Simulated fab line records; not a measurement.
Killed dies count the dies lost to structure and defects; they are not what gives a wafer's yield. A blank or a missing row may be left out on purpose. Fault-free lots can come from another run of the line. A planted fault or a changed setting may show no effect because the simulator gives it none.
One fault seen from 2 desks :: flow n5_finfet :: only its own numbers are on each desk; what lay behind them is given at the end

FROM THE METROLOGY DESK
What the gauges read for every lot (on any tool): the sampled wafers with a number, averaged. A lot is out of limits, marked OUT, if its mean lies more than 4 standard deviations from the usual mean; the brackets give that distance. It has 20 readings, of which 7 appear: the earliest out of limits, and the ones furthest out on some lot.
Columns: A = IOFF_N_LIN at N5_BEOL_M4_RC_MEAS_101, usual 0.076 nA/um; B = IOFF_N_LONG at N5_BEOL_M4_RC_MEAS_101, usual 5.57e-05 nA/um; C = IOFF_P_LONG at N5_BEOL_M4_RC_MEAS_101, usual 0.000106 nA/um; D = ION_N at N5_BEOL_M4_RC_MEAS_101, usual 672 uA/um; E = VT_N at N5_BEOL_M4_RC_MEAS_101, usual 250 mV; F = VT_N_LONG at N5_BEOL_M4_RC_MEAS_101, usual 274.5 mV; G = VT_N_LVT at N5_BEOL_M4_RC_MEAS_101, usual 98 mV
lot: L319
first seen here: day 8 23:19
A: 0.079
B: 5.69e-05
C: 0.000109
D: 674
E: 249
F: 274.4
G: 96

lot: L324
first seen here: day 9 09:58
A: 0.083
B: 6.02e-05
C: 0.000114
D: 678
E: 246
F: 274.1
G: 96

lot: L325
first seen here: day 10 07:19
A: 0.076
B: 5.57e-05
C: 0.000104
D: 672
E: 250
F: 274.3
G: 98

lot: L326
first seen here: day 10 11:02
A: 0.066
B: 5.41e-05
C: 0.000095
D: 665
E: 250
F: 275.0
G: 98

lot: L328
first seen here: day 10 13:52
A: 0.056
B: 5.53e-05
C: 0.000107
D: 651
E: 256
F: 274.2
G: 105

lot: L329
first seen here: day 11 20:26
A: 0.074
B: 5.45e-05
C: 0.000113
D: 674
E: 250
F: 274.2
G: 99

lot: L337
first seen here: day 13 08:45
A: 0.023 (-4.1) OUT
B: 3.45e-05 (-8.8) OUT
C: 0.000174 (+8.9) OUT
D: 554 (-9.9) OUT
E: 303 (+16) OUT
F: 327.5 (+31) OUT
G: 150 (+15) OUT

lot: L339
first seen here: day 13 09:24
A: 0.035
B: 3.86e-05 (-7.1) OUT
C: 0.000162 (+7.4) OUT
D: 593 (-6.6) OUT
E: 288 (+12) OUT
F: 315.8 (+24) OUT
G: 138 (+11) OUT

lot: L341
first seen here: day 14 20:04
A: 0.045
B: 3.58e-05 (-8.3) OUT
C: 0.000130
D: 588 (-7.0) OUT
E: 288 (+12) OUT
F: 314.6 (+24) OUT
G: 134 (+10) OUT
Finding of this desk: L337, L339, L341 out of limits, first seen on L337 at day 13 08:45 (IOFF_N_LIN at N5_BEOL_M4_RC_MEAS_101). In limits: L319, L324, L325, L326, L328, L329.

DESK OF THE TOOL OWNER: ald_metal-03
The tool's own readings at N5_HKMG_FIN_NWFM_ALD_20 (deposits TiAlC, target thk 2 nm, pulse time 3 s, purge time 2 s): means of the sampled wafers that have a number, for each lot that ran on this tool. A lot is out of limits, marked OUT, if its mean lies more than 4 standard deviations from the usual mean; the brackets give that distance.
Columns: A = heater_power_w at N5_HKMG_FIN_NWFM_ALD_20, usual 485 W; B = precursor_pulse_height_rel at N5_HKMG_FIN_NWFM_ALD_20, usual 0.999
lot: L319
first seen here: day 4 14:38
A: 509
B: 0.993

lot: L324
first seen here: day 5 18:35
A: 498
B: 0.990

lot: L325
first seen here: day 6 00:40
A: 524
B: 0.994

lot: L337
first seen here: day 8 23:08
A: 462
B: 1.028

lot: L339
first seen here: day 9 11:54
A: 529
B: 0.987

lot: L341
first seen here: day 10 03:30
A: 500
B: 0.974
This desk's finding: nothing out of limits on any of the 6 lots.

BROUGHT TOGETHER
Metrology desk: alarm possible at day 13 08:45 on L337, L339, L341.
Nothing out of limits was seen by the tool owner's desk.
The tool owner's desk has L337, L339, L341 on record, within its limits.
On ald_metal-03, each named lot ran N5_HKMG_FIN_NWFM_ALD_20.

WHAT WAS PUT IN BY THE SIMULATOR
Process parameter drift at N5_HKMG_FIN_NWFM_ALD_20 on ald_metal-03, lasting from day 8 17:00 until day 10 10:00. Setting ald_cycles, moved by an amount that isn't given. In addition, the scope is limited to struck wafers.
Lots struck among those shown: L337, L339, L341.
Time in hours between the start of the fault and the first out-of-limits reading at each desk: metrology desk, 112.
